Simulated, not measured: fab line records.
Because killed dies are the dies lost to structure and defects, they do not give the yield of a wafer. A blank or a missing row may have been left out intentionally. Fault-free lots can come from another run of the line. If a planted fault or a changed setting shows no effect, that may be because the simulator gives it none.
fab line records | flow nand_harc
record: lots: 14 | wafers: 41 | last_day: 33
route steps=1302 shown A_WL_FILL@956 A_BONDPAD@1236 THIN_TSV@1245 END@1302
lots untouched by any fault: they come from a run of this same line in which no faults occurred
start_h: start of the lot's first displayed wafer, in hours after the record's first day | wait_h: hours from the lot's prior step to this one | " as in the row above | L1.1+2: a row that stands for several wafers | - value missing, or start not given | * or withheld: withheld | < > ~ a bound
route shown NAME@n: a module of which the file shows steps, and the number in the route of the first | usual: the fault-free wafers' mean and standard deviation | same: alike in all rows | chamber/n: place in a boat | sites: per-site readings | _std_site: the standard deviation of these | _edge_site: the outer-site mean with the inner-site mean subtracted | radius_mm: for every site, how far away it sits from the centre of the wafer | mask NAME#n: copy n | behind: tool/chamber where the wafer was last shaped | hold: cause of the lot's hold/its duration in hours/its outcome | device: which transistor (n, p or np) failed to switch | end of line: the route-end tests of the same wafers | for a step that has no rows: nothing shown but its recipe | killed: dies lost to structure and defects at the first sort, not the wafer's yield | map: a wafer's dies, x killed, . not, _ none there
set.NAME: the setting as run; set.NAME@STEP: as run at that earlier step | model.NAME: the simulator's own value behind a step, which no gauge read
steps of the route over a sample of lots; a table a step, a row a wafer
services: the hour from which a tool's chamber was out of use, counted from the record's first day as start_h (under 0 if before that day), plus the number of hours and why
== steps ==
step: NHARC_A_WL_FILL_CVD_03
recipe: target_thk_a: 400 | temp_c: 300 | pressure_torr: 40 | wf6_flow_sccm: 40 | h2_flow_sccm: 1600 | ar_flow_sccm: 1560 | time_s: 279 | material: W
usual: heater_power_w: 501/41 | throttle_valve_pct: 8.0/0.35
lot.wafer | tool     | chamber | start_h | wait_h | heater_power_w | throttle_valve_pct
L468.2    | cvd_w-01 | 0       | 480.15  | 0.1    | 572            | 7.7
L468.3    | "        | 1       | "       | "      | 479            | 7.5
L468.4    | "        | 0       | "       | "      | 568            | 7.8
L469.3    | cvd_w-01 | 1       | 505.63  | 0.2    | 456            | 7.6
L469.4    | "        | 0       | "       | "      | 558            | 7.5
L469.5    | "        | 1       | "       | "      | 481            | 7.6
L470.2    | cvd_w-01 | 1       | 511.36  | 0.1    | 485            | 7.7
L470.3    | "        | 0       | "       | "      | 555            | 7.9
L470.6    | "        | 1       | "       | "      | 477            | 7.6
L471.2    | cvd_w-01 | 0       | 529.34  | 0.1    | 554            | 7.8
L471.1    | "        | 1       | "       | "      | 483            | 7.6
L471.6    | "        | 1       | "       | "      | 483            | 8.1
L472.1    | cvd_w-01 | 0       | 535.84  | 0.1    | 557            | 7.8
L472.4    | "        | 0       | "       | "      | 547            | 7.8
L472.5    | "        | 0       | "       | "      | 557            | 7.9
L476.1    | cvd_w-01 | 1       | 560.05  | 0.4    | 465            | 7.4
L476.3    | "        | 1       | "       | "      | 467            | 7.6
L475.2    | cvd_w-01 | 0       | 571.96  | 0.1    | 548            | 8.2
L475.4    | "        | 0       | "       | "      | 556            | 7.7
L475.6    | "        | 0       | "       | "      | 560            | 7.7
L478.2    | cvd_w-01 | 1       | 586.02  | 0.1    | 449            | 7.7
L478.4    | "        | 0       | "       | "      | 542            | 7.7
L478.3    | "        | 1       | "       | "      | 475            | 7.6
L483.2    | cvd_w-02 | 1       | 627.56  | 0.1    | 447            | 8.4
L483.3    | "        | 1       | "       | "      | 469            | 8.4
L483.5    | "        | 1       | "       | "      | 453            | 8.6
L484.4    | cvd_w-02 | 0       | 649.01  | 0.2    | 509            | 8.2
L484.3    | "        | 1       | "       | "      | 451            | 7.9
L484.5    | "        | 1       | "       | "      | 457            | 7.9
L487.3    | cvd_w-01 | 1       | 681.29  | 0.2    | 479            | 7.7
L487.5    | "        | 0       | "       | "      | 558            | 7.8
L487.6    | "        | 1       | "       | "      | 467            | 7.3
L486.2    | cvd_w-01 | 1       | 685.97  | 0.1    | 464            | 7.5
L486.3    | "        | 1       | "       | "      | 475            | 7.8
L486.5    | "        | 1       | "       | "      | 466            | 7.7
L489.3    | cvd_w-02 | 0       | 699.92  | 0.2    | 503            | 8.5
L489.5    | "        | 1       | "       | "      | 452            | 8.0
L489.6    | "        | 0       | "       | "      | 506            | 8.4
L488.2    | cvd_w-02 | 1       | 704.52  | 0.1    | 466            | 8.2
L488.3    | "        | 1       | "       | "      | 455            | 8.0
L488.6    | "        | 0       | "       | "      | 519            | 8.4
step: NHARC_A_BONDPAD_INSPECT_23
usual: raw_defect_count: 503/110
lot.wafer | tool              | chamber | start_h | wait_h | raw_defect_count
L468.2    | defect_inspect-01 | -       | 549.84  | 0.0    | 481
L468.3    | "                 | -       | "       | "      | 638
L468.4    | "                 | -       | "       | "      | 606
L469.3    | defect_inspect-02 | -       | 573.80  | 0.0    | 483
L469.4    | "                 | -       | "       | "      | 403
L469.5    | "                 | -       | "       | "      | 541
L470.2    | defect_inspect-01 | -       | 575.65  | 0.0    | 485
L470.3    | "                 | -       | "       | "      | 547
L470.6    | "                 | -       | "       | "      | 466
L471.1    | defect_inspect-02 | -       | 597.14  | 0.0    | 428
L471.2    | "                 | -       | "       | "      | 449
L471.6    | "                 | -       | "       | "      | 413
L472.1    | defect_inspect-01 | -       | 603.64  | 0.0    | 496
L472.4    | "                 | -       | "       | "      | 575
L472.5    | "                 | -       | "       | "      | 502
L476.1    | defect_inspect-02 | -       | 631.71  | 0.0    | 454
L476.3    | "                 | -       | "       | "      | 499
L475.2    | defect_inspect-02 | -       | 637.17  | 0.0    | 498
L475.4    | "                 | -       | "       | "      | 662
L478.2    | defect_inspect-01 | -       | 652.89  | 0.0    | 427
L478.3    | "                 | -       | "       | "      | 451
L478.4    | "                 | -       | "       | "      | 425
L483.2    | defect_inspect-02 | -       | 699.35  | 0.0    | 606
L483.3    | "                 | -       | "       | "      | 658
L483.5    | "                 | -       | "       | "      | 648
L484.3    | defect_inspect-01 | -       | 719.23  | 0.0    | 498
L484.4    | "                 | -       | "       | "      | 330
L484.5    | "                 | -       | "       | "      | 459
L487.3    | defect_inspect-01 | -       | 750.29  | 0.0    | 346
L487.5    | "                 | -       | "       | "      | 480
L487.6    | "                 | -       | "       | "      | 473
L486.2    | defect_inspect-01 | -       | 752.12  | 0.0    | 1074
L486.3    | "                 | -       | "       | "      | 564
L486.5    | "                 | -       | "       | "      | 826
L489.3    | defect_inspect-01 | -       | 771.10  | 0.0    | 406
L489.5    | "                 | -       | "       | "      | 473
L489.6    | "                 | -       | "       | "      | 435
L488.2    | defect_inspect-01 | -       | 772.13  | 0.0    | 510
L488.3    | "                 | -       | "       | "      | 399
L488.6    | "                 | -       | "       | "      | 400
step: NHARC_THIN_TSV_CMP_01
recipe: target_thk_um: 3
usual: motor_current_A: 12.3/0.64
lot.wafer | tool   | chamber | start_h | wait_h | motor_current_A
L468.4    | cmp-04 | 3       | 562.00  | 0.5    | 12.0
L468.3    | "      | 0       | "       | "      | 12.5
L468.2    | "      | 1       | "       | "      | 12.9
L470.2    | cmp-04 | 2       | 595.51  | 0.8    | 12.2
L470.3    | "      | 0       | "       | "      | 12.1
L470.6    | "      | 2       | "       | "      | 12.9
L469.4    | cmp-04 | 3       | 596.74  | 0.5    | 12.8
L469.3    | "      | 1       | "       | "      | 12.0
L469.5    | "      | 3       | "       | "      | 12.4
L471.1    | cmp-01 | 1       | 608.12  | 1.0    | 11.7
L471.2    | "      | 3       | "       | "      | 12.0
L471.6    | "      | 2       | "       | "      | 12.5
L472.4    | cmp-04 | 2       | 614.43  | 0.5    | 11.8
L472.1    | "      | 3       | "       | "      | 13.1
L472.5    | "      | 2       | "       | "      | 11.7
L476.1    | cmp-04 | 0       | 642.49  | 1.1    | 12.1
L476.3    | "      | 1       | "       | "      | 11.7
L475.2    | cmp-01 | 2       | 648.37  | 0.9    | 12.3
L475.4    | "      | 3       | "       | "      | 12.1
L478.3    | cmp-01 | 0       | 664.74  | 0.6    | 13.1
L478.2    | "      | 1       | "       | "      | 11.5
L478.4    | "      | 2       | "       | "      | 13.1
L483.2    | cmp-04 | 3       | 710.02  | 0.8    | 13.6
L483.3    | "      | 1       | "       | "      | 12.8
L483.5    | "      | 3       | "       | "      | 12.5
L484.4    | cmp-04 | 1       | 730.27  | 0.5    | 13.1
L484.3    | "      | 2       | "       | "      | 11.6
L484.5    | "      | 1       | "       | "      | 12.6
L487.3    | cmp-02 | 2       | 761.28  | 0.7    | 12.2
L487.6    | "      | 3       | "       | "      | 10.5
L487.5    | "      | 0       | "       | "      | 13.2
L486.2    | cmp-04 | 0       | 762.40  | 0.8    | 12.3
L486.3    | "      | 2       | "       | "      | 12.0
L486.5    | "      | 1       | "       | "      | 12.1
L489.3    | cmp-04 | 0       | 782.61  | 0.6    | 12.5
L489.5    | "      | 3       | "       | "      | 12.4
L489.6    | "      | 0       | "       | "      | 12.1
L488.3    | cmp-04 | 2       | 783.84  | 0.7    | 12.3
L488.2    | "      | 3       | "       | "      | 12.2
L488.6    | "      | 0       | "       | "      | 12.3
step: NHARC_THIN_TSV_STRIP_62
recipe: power_w: 1500 | temp_c: 250 | time_s: 20 | chemistry: N2/H2
usual: drypump_motor_current_A: 6.07/0.22 | heater_power_w: 295/21 | rf_refl_power_W: 15/6
lot.wafer | tool            | chamber | start_h | wait_h | drypump_motor_current_A | heater_power_w | rf_hours_counter_h | rf_refl_power_W
L468.2    | plasma_asher-02 | 0       | 565.90  | -      | 6.33                    | 290            | 27                 | 14
L468.3    | "               | 0       | "       | "      | 6.33                    | 300            | -                  | 13
L468.4    | "               | 1       | "       | "      | 5.76                    | 291            | -                  | 25
L470.2    | plasma_asher-01 | 0       | 599.49  | -      | 6.02                    | 325            | 16                 | 10
L470.3    | "               | 1       | "       | "      | 6.18                    | 290            | -                  | 13
L470.6    | "               | 0       | "       | "      | 6.02                    | 332            | -                  | 9
L469.4    | plasma_asher-01 | 0       | 600.57  | -      | 6.05                    | 326            | -                  | 9
L469.3    | "               | 1       | "       | "      | 6.17                    | 278            | -                  | 12
L469.5    | "               | 1       | "       | "      | 6.19                    | 276            | -                  | 12
L471.2    | plasma_asher-01 | 1       | 611.98  | -      | 6.17                    | 284            | 18                 | 13
L471.1    | "               | 0       | "       | "      | 6.04                    | 328            | 18                 | 8
L471.6    | "               | 1       | "       | "      | 6.14                    | 282            | -                  | 12
L472.1    | plasma_asher-02 | 1       | 618.50  | -      | 5.75                    | 283            | 2                  | 25
L472.4    | "               | 1       | "       | "      | 5.76                    | 284            | -                  | 25
L472.5    | "               | 1       | "       | "      | 5.76                    | 281            | -                  | 24
L476.1    | plasma_asher-02 | 0       | 646.23  | -      | 6.33                    | 290            | 8                  | 13
L476.3    | "               | 0       | "       | "      | 6.35                    | 291            | -                  | 13
L475.2    | plasma_asher-02 | 0       | 652.38  | -      | 6.35                    | 275            | 10                 | -
L475.4    | "               | 1       | "       | "      | 5.77                    | 283            | -                  | -
L478.2    | plasma_asher-02 | 0       | 668.53  | -      | 6.34                    | 284            | 12                 | -
L478.4    | "               | 1       | "       | "      | 5.73                    | 272            | -                  | -
L478.3    | "               | 0       | "       | "      | 6.32                    | 291            | -                  | -
L483.2    | plasma_asher-01 | 0       | 713.85  | -      | 6.05                    | 345            | 2                  | -
L483.3    | "               | 1       | "       | "      | 6.14                    | 281            | -                  | -
L483.5    | "               | 0       | "       | "      | 6.06                    | 340            | -                  | -
L484.3    | plasma_asher-01 | 1       | 734.56  | -      | 6.17                    | 287            | -                  | 12
L484.4    | "               | 0       | "       | "      | 6.00                    | 337            | -                  | 9
L484.5    | "               | 1       | "       | "      | 6.16                    | 276            | -                  | 13
L487.3    | plasma_asher-01 | 1       | 765.14  | -      | 6.17                    | 286            | -                  | 12
L487.6    | "               | 1       | "       | "      | 6.21                    | 276            | -                  | 13
L487.5    | "               | 0       | "       | "      | 6.03                    | 327            | -                  | 10
L486.2    | plasma_asher-02 | 0       | 766.37  | -      | 6.36                    | 283            | 33                 | 14
L486.3    | "               | 0       | "       | "      | 6.36                    | 295            | -                  | 14
L486.5    | "               | 1       | "       | "      | 5.74                    | 279            | -                  | 25
L489.3    | plasma_asher-01 | 1       | 786.80  | -      | 6.16                    | 277            | -                  | 12
L489.5    | "               | 1       | "       | "      | 6.16                    | 280            | -                  | 12
L489.6    | "               | 0       | "       | "      | 6.04                    | 345            | -                  | 9
L488.2    | plasma_asher-01 | 1       | 787.76  | -      | 6.17                    | 282            | 18                 | -
L488.3    | "               | 1       | "       | "      | 6.15                    | 288            | -                  | -
L488.6    | "               | 1       | "       | "      | 6.17                    | 279            | -                  | -
step: NHARC_END_SORT_01
recipe: temp_c: 25
usual: killed_at_array: 52/20 | killed_at_other: 1.0/1.3 | killed_at_periphery: 3.7/2.2 | killed_dies: 57/20 | killed_open: 3.2/1.6 | killed_short: 2.4/1.6
same: gross_dies: 677
lot.wafer | tool      | chamber | start_h | wait_h | killed_at_array | killed_at_other | killed_at_periphery | killed_dies | killed_open | killed_short
L475.2    | prober-01 | 0       | 665.70  | 2.8    | 90              | 0               | 1                   | 91          | 5           | 4
L475.4    | prober-01 | 0       | 667.28  | 3.4    | 72              | 2               | 4                   | 78          | 3           | 5
L475.6    | prober-01 | 0       | 668.85  | 3.9    | 483             | 3               | 2                   | 488         | 1           | 4
L478.2    | prober-02 | 0       | 682.10  | 2.8    | 31              | 1               | 5                   | 37          | 3           | 2
L478.3    | prober-02 | 0       | 682.90  | 3.1    | 356             | 0               | 2                   | 358         | 9           | 0
L478.4    | prober-02 | 0       | 683.69  | 3.4    | 29              | 1               | 3                   | 33          | 5           | 0
killed by level:class
L475.2 A_CHANNEL_HOLE_D1:chamber_film_flake=33 A_SLIT:chamber_film_flake=31 A_CHANNEL_HOLE_D2:chamber_film_flake=11 A_STAIRCASE:chamber_film_flake=2 A_WL_FILL:chamber_film_flake=2 A_ONON_D1:geometric_particle:open=1 A_CHANNEL_FILL_D1:geometric_particle:open=1 A_DECK1_JOINT:geometric_particle:short=1
L475.4 A_CHANNEL_HOLE_D1:chamber_film_flake=26 A_SLIT:chamber_film_flake=23 A_CHANNEL_HOLE_D2:chamber_film_flake=12 A_ONON_D2:geometric_particle:short=2 P_ZERO_WELL:chamber_film_flake=2 P_M0:geometric_particle:open=1 A_CHANNEL_HOLE_D1:geometric_particle:open=1 A_CHANNEL_FILL_D1:geometric_particle:short=1
L475.6 A_WL_FILL:area_cvd=410 A_CHANNEL_HOLE_D1:chamber_film_flake=32 A_SLIT:chamber_film_flake=28 A_CHANNEL_HOLE_D2:chamber_film_flake=7 THIN_TSV:chamber_film_flake=3 A_CHANNEL_FILL_D2:geometric_particle:short=2 P_M2:geometric_particle:open=1 A_CHANNEL_FILL_D1:geometric_particle:short=1
L478.2 A_CHANNEL_HOLE_D1:chamber_film_flake=8 A_CONTACT:chamber_film_flake=7 A_STAIRCASE:chamber_film_flake=6 P_GATE:chamber_film_flake=2 A_SLIT:chamber_film_flake=2 A_ONON_D1:geometric_particle:open=1 A_ONON_D2:geometric_particle:open=1 A_CHANNEL_FILL_D2:geometric_particle:short=1
L478.3 A_WL_FILL:area_cvd=328 A_STAIRCASE:chamber_film_flake=8 A_CONTACT:chamber_film_flake=4 A_CHANNEL_HOLE_D1:chamber_film_flake=3 A_SLIT:chamber_film_flake=3 A_ONON_D1:geometric_particle:open=2 A_M0:geometric_particle:open=2 P_GATE:geometric_particle:open=1
L478.4 A_STAIRCASE:chamber_film_flake=8 A_CHANNEL_HOLE_D1:chamber_film_flake=6 A_CONTACT:chamber_film_flake=5 P_STI:chamber_film_flake=2 A_SLIT:chamber_film_flake=2 A_SLIT:geometric_particle:open=1 A_WL_FILL:geometric_particle:open=1 A_CONTACT:geometric_particle:open=1
== services ==
tool            | chamber | start_h | hours | kind
cvd_w-01        | -       | 474.00  | 1.2   | repair
plasma_asher-01 | -       | 519.17  | 9.0   | pm
cmp-04          | -       | 525.58  | 2.0   | repair
cmp-04          | -       | 527.61  | 4.0   | pm
plasma_asher-01 | -       | 536.77  | 1.4   | repair
cvd_w-01        | 0       | 540.33  | 2.0   | repair
cvd_w-01        | -       | 547.00  | 13.0  | pm
cmp-04          | -       | 547.90  | 1.1   | repair
cmp-04          | -       | 553.76  | 2.7   | repair
plasma_asher-01 | -       | 602.91  | 4.3   | repair
plasma_asher-02 | -       | 603.00  | 9.0   | pm
cmp-04          | -       | 625.62  | 4.0   | pm
cmp-04          | -       | 661.36  | 0.9   | repair
plasma_asher-01 | -       | 696.17  | 9.0   | pm
cmp-04          | -       | 704.34  | 2.2   | repair
cmp-04          | -       | 720.05  | 2.8   | repair
cmp-04          | -       | 723.62  | 4.0   | pm
cvd_w-01        | -       | 728.00  | 13.0  | pm
plasma_asher-02 | -       | 737.26  | 4.0   | repair
cmp-04          | -       | 737.84  | 7.6   | repair
cmp-04          | -       | 753.87  | 4.0   | repair
cvd_w-01        | -       | 777.25  | 3.1   | repair
plasma_asher-02 | -       | 780.00  | 9.0   | pm
cmp-04          | -       | 785.64  | 1.3   | repair
== key ==
first_sign: step: NHARC_END_SORT_01 | reading: killed_at_array | direction: up | sigmas: 19 | usual: 52 | struck: 420
effect: step: NHARC_END_SORT_01 | reading: killed_dies | direction: up | sigmas: 18 | usual: 57 | struck: 423
more_kills_born_at: NHARC_A_WL_FILL_CVD_03@cvd_w-01: 738
met_at NHARC_A_WL_FILL_CVD_03
struck_lots L475,L478
struck_wafers L475.6,L478.3
later_rows_left_out L475.6
tester_left_out L475,L478
not_acting_at NHARC_A_BONDPAD_INSPECT_23,NHARC_THIN_TSV_CMP_01,NHARC_THIN_TSV_STRIP_62
onset_between 535.84 571.96
fault: kind: process_parameter_drift | tool: cvd_w-01 | chamber: - | onset_h: 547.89 | steps: NHARC_A_WL_FILL_CVD_03 | channel: target_thk_a | offset: * | shape: step | end_h: 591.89 | scope: struck_wafers_only | acts_in: * | stated: *
tester_left_out: of these lots the tester's yield and bins aren't shown, on N5 and GAA mostly nor the transistor test; their killed dies are dies lost to structure and defects alone, not to doping, threshold or leakage, so they don't give the yield
later_rows_left_out: the simulator's readings of these wafers behind a module that went badly wrong aren't trusted and aren't shown, but for the sort
